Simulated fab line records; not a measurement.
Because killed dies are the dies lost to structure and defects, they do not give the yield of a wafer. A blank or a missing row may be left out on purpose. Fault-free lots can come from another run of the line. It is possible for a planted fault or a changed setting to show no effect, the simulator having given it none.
fab line records / flow n5_finfet / part 2 of 2: steps 25 to 37 of 37
[record] lots = 5 wafers = 15 last_day = 20
route steps=1938 shown BEOL_M9@1448 BEOL_M10@1470
lots with no fault: from the same line, run without faults
start_h: hours from the record's first day to the start of the lot's first wafer shown / wait_h: hours since the lot's step before / " as in the row above / L1.1+2: a row that stands for several wafers / - either no value or no given start / * or withheld: withheld / < > ~ a bound
route shown NAME@n: a module of which the file shows steps, and the number in the route of the first / usual: mean/standard deviation of fault-free wafers / same: alike in all rows / chamber/n: place in a boat / sites: readings site by site / _std_site: standard deviation of those values / _edge_site: the outer-site mean with the inner-site mean subtracted / radius_mm: how far each site lies from the wafer's centre / mask NAME#n: copy n / behind: the most recent tool/chamber to have shaped the wafer / hold: why the lot was held/for how many hours/how that ended / device: names the non-switching transistor (n, p or np) / end of line: the tests these same wafers got at the end of their route / step lacking rows: just its recipe / killed: at the first sort, the dies lost to defects and structure; wafer yield is something else / map: the dies of a wafer, with x for killed, . for not killed, _ for no die there
set.NAME: the setting the step ran with; set.NAME@STEP: the setting that earlier step ran with / model.NAME: the simulator's own value behind a step, which no gauge read
lots at some steps of the route; a table a step, a row a wafer
services: when a tool's chamber went out of use (start_h, in hours from the record's first day, below 0 if earlier), for how many hours, and the reason
[[steps]]
[step N5_BEOL_M10_THK_MEAS_01]
[recipe] reads = SiCOH_lowk_of_BEOL_M10_ILD_DEP_00
[usual] M10_ILD_THK = 269/3.6
lot.wafer=L077.3 tool=film_metro-01 chamber=- start_h=278.73 wait_h=0.3 M10_ILD_THK[nm]=268
lot.wafer=L077.4 tool=film_metro-01 chamber=- start_h=278.73 wait_h=0.3 M10_ILD_THK[nm]=269
lot.wafer=L077.6 tool=film_metro-01 chamber=- start_h=278.73 wait_h=0.3 M10_ILD_THK[nm]=274
lot.wafer=L076.3 tool=film_metro-01 chamber=- start_h=287.02 wait_h=0.3 M10_ILD_THK[nm]=269
lot.wafer=L076.5 tool=film_metro-01 chamber=- start_h=287.02 wait_h=0.3 M10_ILD_THK[nm]=271
lot.wafer=L076.6 tool=film_metro-01 chamber=- start_h=287.02 wait_h=0.3 M10_ILD_THK[nm]=272
lot.wafer=L085.1 tool=film_metro-01 chamber=- start_h=331.25 wait_h=0.4 M10_ILD_THK[nm]=271
lot.wafer=L085.4 tool=film_metro-01 chamber=- start_h=331.25 wait_h=0.4 M10_ILD_THK[nm]=275
lot.wafer=L085.5 tool=film_metro-01 chamber=- start_h=331.25 wait_h=0.4 M10_ILD_THK[nm]=273
lot.wafer=L086.2 tool=film_metro-01 chamber=- start_h=337.92 wait_h=1.3 M10_ILD_THK[nm]=277
lot.wafer=L086.3 tool=film_metro-01 chamber=- start_h=337.92 wait_h=1.3 M10_ILD_THK[nm]=272
lot.wafer=L086.5 tool=film_metro-01 chamber=- start_h=337.92 wait_h=1.3 M10_ILD_THK[nm]=276
lot.wafer=L097.1 tool=film_metro-02 chamber=- start_h=417.56 wait_h=0.8 M10_ILD_THK[nm]=270
lot.wafer=L097.2 tool=film_metro-02 chamber=- start_h=417.56 wait_h=0.8 M10_ILD_THK[nm]=272
lot.wafer=L097.3 tool=film_metro-02 chamber=- start_h=417.56 wait_h=0.8 M10_ILD_THK[nm]=270
[step N5_BEOL_M10_PECVD_70]
[recipe] material = SiO2 target_thk_a = 200 temp_c = 400 precursor = TEOS/O2 pressure_torr = 5.5 rf_w = 450 teos_flow_sccm = 53.8 gas = O2 flow_sccm = 3000 time_s = 22.7
[usual] heater_power_w = 717/110 showerhead_plenum_p_Torr = 8.75/0.077 throttle_valve_pct = 22.3/1
lot.wafer=L077.3 tool=pecvd-01 chamber=0 start_h=278.77 wait_h=0.0 heater_power_w=638 showerhead_plenum_p_Torr=8.75 throttle_valve_pct=23.7
lot.wafer=L077.4 tool=pecvd-01 chamber=2 start_h=278.77 wait_h=0.0 heater_power_w=901 showerhead_plenum_p_Torr=8.69 throttle_valve_pct=22.5
lot.wafer=L077.6 tool=pecvd-01 chamber=0 start_h=278.77 wait_h=0.0 heater_power_w=644 showerhead_plenum_p_Torr=8.75 throttle_valve_pct=23.7
lot.wafer=L076.3 tool=pecvd-02 chamber=1 start_h=287.05 wait_h=0.0 heater_power_w=715 showerhead_plenum_p_Torr=8.80 throttle_valve_pct=22.0
lot.wafer=L076.5 tool=pecvd-02 chamber=2 start_h=287.05 wait_h=0.0 heater_power_w=687 showerhead_plenum_p_Torr=8.72 throttle_valve_pct=20.9
lot.wafer=L076.6 tool=pecvd-02 chamber=0 start_h=287.05 wait_h=0.0 heater_power_w=498 showerhead_plenum_p_Torr=8.95 throttle_valve_pct=22.2
lot.wafer=L085.1 tool=pecvd-02 chamber=2 start_h=331.28 wait_h=0.0 heater_power_w=637 showerhead_plenum_p_Torr=8.71 throttle_valve_pct=20.9
lot.wafer=L085.4 tool=pecvd-02 chamber=1 start_h=331.28 wait_h=0.0 heater_power_w=684 showerhead_plenum_p_Torr=8.79 throttle_valve_pct=22.3
lot.wafer=L085.5 tool=pecvd-02 chamber=0 start_h=331.28 wait_h=0.0 heater_power_w=520 showerhead_plenum_p_Torr=8.94 throttle_valve_pct=22.3
lot.wafer=L086.2 tool=pecvd-03 chamber=1 start_h=337.96 wait_h=0.0 heater_power_w=847 showerhead_plenum_p_Torr=8.70 throttle_valve_pct=23.0
lot.wafer=L086.3 tool=pecvd-03 chamber=2 start_h=337.96 wait_h=0.0 heater_power_w=685 showerhead_plenum_p_Torr=8.70 throttle_valve_pct=20.4
lot.wafer=L086.5 tool=pecvd-03 chamber=0 start_h=337.96 wait_h=0.0 heater_power_w=797 showerhead_plenum_p_Torr=8.80 throttle_valve_pct=23.2
lot.wafer=L097.1 tool=pecvd-03 chamber=2 start_h=417.59 wait_h=0.0 heater_power_w=778 showerhead_plenum_p_Torr=8.71 throttle_valve_pct=20.6
lot.wafer=L097.2 tool=pecvd-03 chamber=0 start_h=417.59 wait_h=0.0 heater_power_w=703 showerhead_plenum_p_Torr=8.81 throttle_valve_pct=23.0
lot.wafer=L097.3 tool=pecvd-03 chamber=1 start_h=417.59 wait_h=0.0 heater_power_w=767 showerhead_plenum_p_Torr=8.68 throttle_valve_pct=23.1
[step N5_BEOL_M10_HM_DEP_02]
[recipe] material = TiN target_thk_a = 200 temp_c = 25 chamber_pressure_pa = 0.49996
[usual] chamber_pressure_pa = 0.5000/0.001 throttle_valve_pct = 29.5/1
lot.wafer=L077.3 tool=pvd_sputter-01 chamber=- start_h=279.64 wait_h=0.9 chamber_pressure_pa=0.5011 throttle_valve_pct=29.9
lot.wafer=L077.4 tool=pvd_sputter-01 chamber=- start_h=279.64 wait_h=0.9 chamber_pressure_pa=0.5011 throttle_valve_pct=28.6
lot.wafer=L077.6 tool=pvd_sputter-01 chamber=- start_h=279.64 wait_h=0.9 chamber_pressure_pa=0.5009 throttle_valve_pct=29.7
lot.wafer=L076.3 tool=pvd_sputter-03 chamber=- start_h=287.67 wait_h=0.6 chamber_pressure_pa=0.5000 throttle_valve_pct=28.2
lot.wafer=L076.5 tool=pvd_sputter-03 chamber=- start_h=287.67 wait_h=0.6 chamber_pressure_pa=0.4989 throttle_valve_pct=29.2
lot.wafer=L076.6 tool=pvd_sputter-03 chamber=- start_h=287.67 wait_h=0.6 chamber_pressure_pa=0.4980 throttle_valve_pct=29.2
lot.wafer=L085.1 tool=pvd_sputter-03 chamber=- start_h=331.86 wait_h=0.6 chamber_pressure_pa=0.4988 throttle_valve_pct=27.7
lot.wafer=L085.4 tool=pvd_sputter-03 chamber=- start_h=331.86 wait_h=0.6 chamber_pressure_pa=0.5013 throttle_valve_pct=29.1
lot.wafer=L085.5 tool=pvd_sputter-03 chamber=- start_h=331.86 wait_h=0.6 chamber_pressure_pa=0.5013 throttle_valve_pct=29.2
lot.wafer=L086.2 tool=pvd_sputter-01 chamber=- start_h=339.36 wait_h=1.4 chamber_pressure_pa=0.4995 throttle_valve_pct=31.1
lot.wafer=L086.3 tool=pvd_sputter-01 chamber=- start_h=339.36 wait_h=1.4 chamber_pressure_pa=0.4990 throttle_valve_pct=28.7
lot.wafer=L086.5 tool=pvd_sputter-01 chamber=- start_h=339.36 wait_h=1.4 chamber_pressure_pa=0.5002 throttle_valve_pct=28.9
lot.wafer=L097.1 tool=pvd_sputter-03 chamber=- start_h=419.37 wait_h=1.8 chamber_pressure_pa=0.4999 throttle_valve_pct=29.0
lot.wafer=L097.2 tool=pvd_sputter-03 chamber=- start_h=419.37 wait_h=1.8 chamber_pressure_pa=0.5001 throttle_valve_pct=31.0
lot.wafer=L097.3 tool=pvd_sputter-03 chamber=- start_h=419.37 wait_h=1.8 chamber_pressure_pa=0.5002 throttle_valve_pct=27.9
[step N5_BEOL_M10_COAT_59]
[recipe] resist = SOC temp_c = 250 time_s = 60 spin_rpm = 1500 resist_thk_nm = 100
lot.wafer=L077.3+4+6 tool=litho_track-01 chamber=0 start_h=279.77 wait_h=0.1
lot.wafer=L076.3+5+6 tool=litho_track-02 chamber=0 start_h=287.80 wait_h=0.1
lot.wafer=L085.1+4+5 tool=litho_track-01 chamber=0 start_h=331.98 wait_h=0.1
lot.wafer=L086.2+3+5 tool=litho_track-01 chamber=0 start_h=339.49 wait_h=0.1
lot.wafer=L097.1+2+3 tool=litho_track-01 chamber=0 start_h=419.51 wait_h=0.1
[step N5_BEOL_M10_COAT_60]
[recipe] resist = SiARC temp_c = 220 time_s = 60 spin_rpm = 1500 resist_thk_nm = 30
lot.wafer=L077.3+4+6 tool=litho_track-01 chamber=0 start_h=- wait_h=-
lot.wafer=L076.3+5+6 tool=litho_track-02 chamber=0 start_h=- wait_h=-
lot.wafer=L085.1+4+5 tool=litho_track-01 chamber=0 start_h=- wait_h=-
lot.wafer=L086.2+3+5 tool=litho_track-01 chamber=0 start_h=- wait_h=-
lot.wafer=L097.1+2+3 tool=litho_track-01 chamber=0 start_h=- wait_h=-
[step N5_BEOL_M10_COAT_05]
[recipe] resist = CAR-ArF spin_rpm = 1500 resist_thk_nm = 90
lot.wafer=L077.3+4+6 tool=litho_track-01 chamber=0 start_h=- wait_h=-
lot.wafer=L076.3+5+6 tool=litho_track-02 chamber=0 start_h=- wait_h=-
lot.wafer=L085.1+4+5 tool=litho_track-01 chamber=0 start_h=- wait_h=-
lot.wafer=L086.2+3+5 tool=litho_track-01 chamber=0 start_h=- wait_h=-
lot.wafer=L097.1+2+3 tool=litho_track-01 chamber=0 start_h=- wait_h=-
[step N5_BEOL_M10_EBR_07]
[recipe] solvent = PGMEA ebr_width_mm = 1.5
lot.wafer=L077.3+4+6 tool=litho_track-01 chamber=0 start_h=- wait_h=-
lot.wafer=L076.3+5+6 tool=litho_track-02 chamber=0 start_h=- wait_h=-
lot.wafer=L085.1+4+5 tool=litho_track-01 chamber=0 start_h=- wait_h=-
lot.wafer=L086.2+3+5 tool=litho_track-01 chamber=0 start_h=- wait_h=-
lot.wafer=L097.1+2+3 tool=litho_track-01 chamber=0 start_h=- wait_h=-
[step N5_BEOL_M10_SOFTBAKE_06]
[recipe] temp_c = 110 time_s = 60 resist = CAR-ArF
lot.wafer=L077.3+4+6 tool=litho_track-01 chamber=0 start_h=- wait_h=-
lot.wafer=L076.3+5+6 tool=litho_track-02 chamber=0 start_h=- wait_h=-
lot.wafer=L085.1+4+5 tool=litho_track-01 chamber=0 start_h=- wait_h=-
lot.wafer=L086.2+3+5 tool=litho_track-01 chamber=0 start_h=- wait_h=-
lot.wafer=L097.1+2+3 tool=litho_track-01 chamber=0 start_h=- wait_h=-
[step N5_BEOL_M10_EXPOSE_08]
[recipe] mask_id = M10 na = 1.35 source_shape = dipole sigma_inner = 0.411 sigma_outer = 0.611 polarization = te dose_mj = 53.75
[same] sigma_outer = 0.611
lot.wafer=L077.3+4+6 tool=arfi_scanner-02 chamber=0 start_h=280.03 wait_h=- mask=M10#0
lot.wafer=L076.3+5+6 tool=arfi_scanner-03 chamber=0 start_h=288.05 wait_h=- mask=M10#0
lot.wafer=L085.1+4+5 tool=arfi_scanner-03 chamber=0 start_h=332.23 wait_h=- mask=M10#0
lot.wafer=L086.2+3+5 tool=arfi_scanner-02 chamber=0 start_h=339.74 wait_h=- mask=M10#0
lot.wafer=L097.1+2+3 tool=arfi_scanner-01 chamber=0 start_h=419.75 wait_h=- mask=M10#0
[step N5_BEOL_M10_PEB_09]
[recipe] peb_temp_c = withheld peb_time_s = 60 resist = CAR-ArF
[same] peb_time_s = 60
lot.wafer=L077.3+4+6 tool=litho_track-03 chamber=0 start_h=280.08 wait_h=0.0
lot.wafer=L076.3+5+6 tool=litho_track-01 chamber=0 start_h=288.10 wait_h=0.0
lot.wafer=L085.1+4+5 tool=litho_track-01 chamber=0 start_h=332.29 wait_h=0.1
lot.wafer=L086.2+3+5 tool=litho_track-03 chamber=0 start_h=339.79 wait_h=0.0
lot.wafer=L097.1+2+3 tool=litho_track-02 chamber=0 start_h=419.81 wait_h=0.1
[step N5_BEOL_M10_DEVELOP_10]
[recipe] develop_time_s = 30 developer = TMAH resist = CAR-ArF rinse_liquid = diw dry = air_spin dev_temp_c = 23
lot.wafer=L077.3+4+6 tool=litho_track-03 chamber=0 start_h=- wait_h=-
lot.wafer=L076.3+5+6 tool=litho_track-01 chamber=0 start_h=- wait_h=-
lot.wafer=L085.1+4+5 tool=litho_track-01 chamber=0 start_h=- wait_h=-
lot.wafer=L086.2+3+5 tool=litho_track-03 chamber=0 start_h=- wait_h=-
lot.wafer=L097.1+2+3 tool=litho_track-02 chamber=0 start_h=- wait_h=-
[step N5_BEOL_M10_CD_MEAS_11]
[recipe] target_cd_nm = 64.1 landing_energy_ev = 500 detector = se_inlens polarity = opening
[usual] cd_nm = 64.2/0.5
lot.wafer=L077.3 tool=cd_sem-01 chamber=0 start_h=280.14 wait_h=- cd_nm=65.4
lot.wafer=L077.4 tool=cd_sem-01 chamber=0 start_h=280.14 wait_h=- cd_nm=64.2
lot.wafer=L077.6 tool=cd_sem-01 chamber=0 start_h=280.14 wait_h=- cd_nm=64.3
lot.wafer=L076.3 tool=cd_sem-01 chamber=0 start_h=288.17 wait_h=- cd_nm=64.0
lot.wafer=L076.5 tool=cd_sem-01 chamber=0 start_h=288.17 wait_h=- cd_nm=64.4
lot.wafer=L076.6 tool=cd_sem-01 chamber=0 start_h=288.17 wait_h=- cd_nm=64.4
lot.wafer=L085.1 tool=cd_sem-01 chamber=0 start_h=332.35 wait_h=- cd_nm=64.6
lot.wafer=L085.4 tool=cd_sem-01 chamber=0 start_h=332.35 wait_h=- cd_nm=65.1
lot.wafer=L085.5 tool=cd_sem-01 chamber=0 start_h=332.35 wait_h=- cd_nm=64.3
lot.wafer=L086.2 tool=cd_sem-02 chamber=0 start_h=339.86 wait_h=- cd_nm=64.2
lot.wafer=L086.3 tool=cd_sem-02 chamber=0 start_h=339.86 wait_h=- cd_nm=64.2
lot.wafer=L086.5 tool=cd_sem-02 chamber=0 start_h=339.86 wait_h=- cd_nm=64.4
lot.wafer=L097.1 tool=cd_sem-02 chamber=0 start_h=419.88 wait_h=- cd_nm=64.3
lot.wafer=L097.2 tool=cd_sem-02 chamber=0 start_h=419.88 wait_h=- cd_nm=64.8
lot.wafer=L097.3 tool=cd_sem-02 chamber=0 start_h=419.88 wait_h=- cd_nm=64.6
[step N5_BEOL_M10_OVL_MEAS_12]
[recipe] points_per_wafer = 44
[usual] M10_OVL = 0.1/0.89
[same] points_per_wafer = 44
lot.wafer=L077.3 tool=overlay-02 chamber=0 start_h=280.17 wait_h=0.0 M10_OVL[nm]=0.8
lot.wafer=L077.4 tool=overlay-02 chamber=0 start_h=280.17 wait_h=0.0 M10_OVL[nm]=0.8
lot.wafer=L077.6 tool=overlay-02 chamber=0 start_h=280.17 wait_h=0.0 M10_OVL[nm]=0.5
lot.wafer=L076.3 tool=overlay-01 chamber=0 start_h=288.20 wait_h=0.0 M10_OVL[nm]=2.0
lot.wafer=L076.5 tool=overlay-01 chamber=0 start_h=288.20 wait_h=0.0 M10_OVL[nm]=-0.2
lot.wafer=L076.6 tool=overlay-01 chamber=0 start_h=288.20 wait_h=0.0 M10_OVL[nm]=0.9
lot.wafer=L085.1 tool=overlay-02 chamber=0 start_h=332.38 wait_h=0.0 M10_OVL[nm]=0.4
lot.wafer=L085.4 tool=overlay-02 chamber=0 start_h=332.38 wait_h=0.0 M10_OVL[nm]=-0.3
lot.wafer=L085.5 tool=overlay-02 chamber=0 start_h=332.38 wait_h=0.0 M10_OVL[nm]=0.7
lot.wafer=L086.2 tool=overlay-02 chamber=0 start_h=339.89 wait_h=0.0 M10_OVL[nm]=1.5
lot.wafer=L086.3 tool=overlay-02 chamber=0 start_h=339.89 wait_h=0.0 M10_OVL[nm]=-1.2
lot.wafer=L086.5 tool=overlay-02 chamber=0 start_h=339.89 wait_h=0.0 M10_OVL[nm]=0.0
lot.wafer=L097.1 tool=overlay-02 chamber=0 start_h=419.91 wait_h=0.0 M10_OVL[nm]=-0.2
lot.wafer=L097.2 tool=overlay-02 chamber=0 start_h=419.91 wait_h=0.0 M10_OVL[nm]=0.0
lot.wafer=L097.3 tool=overlay-02 chamber=0 start_h=419.91 wait_h=0.0 M10_OVL[nm]=-0.2
[[services]]
tool=pecvd-02 chamber=- start_h=261.64 hours=0.5 kind=repair
tool=pecvd-02 chamber=- start_h=267.16 hours=1.1 kind=repair
tool=arfi_scanner-03 chamber=- start_h=268.86 hours=6.3 kind=repair
tool=arfi_scanner-02 chamber=- start_h=275.14 hours=1.3 kind=pm
tool=rie_diel-05 chamber=2 start_h=281.14 hours=7.1 kind=repair
tool=rie_diel-02 chamber=0 start_h=294.77 hours=12.3 kind=repair
tool=arfi_scanner-03 chamber=- start_h=295.64 hours=1.3 kind=pm
tool=arfi_scanner-03 chamber=- start_h=301.48 hours=1.0 kind=pm
tool=arfi_scanner-02 chamber=- start_h=302.32 hours=1.0 kind=pm
tool=pecvd-04 chamber=- start_h=310.65 hours=2.8 kind=pm
tool=cmp-02 chamber=- start_h=312.09 hours=4.0 kind=pm
tool=wet_bench-06 chamber=- start_h=338.64 hours=0.6 kind=repair
tool=cvd_co-02 chamber=- start_h=340.26 hours=0.7 kind=repair
tool=pecvd-02 chamber=- start_h=345.51 hours=2.8 kind=pm
tool=uv_cure-02 chamber=- start_h=348.48 hours=2.1 kind=pm
tool=uv_cure-02 chamber=- start_h=354.24 hours=0.6 kind=repair
tool=cmp-02 chamber=- start_h=358.42 hours=7.3 kind=pm
tool=uv_cure-02 chamber=- start_h=379.58 hours=5.1 kind=repair
tool=uv_cure-01 chamber=- start_h=384.60 hours=1.0 kind=pm
tool=cmp-02 chamber=- start_h=385.38 hours=0.5 kind=repair
tool=uv_cure-02 chamber=- start_h=391.20 hours=3.4 kind=pm
tool=pecvd-04 chamber=- start_h=401.74 hours=1.5 kind=repair
tool=cvd_co-02 chamber=- start_h=407.08 hours=0.7 kind=repair
tool=ald_metal-02 chamber=- start_h=418.20 hours=14.6 kind=pm
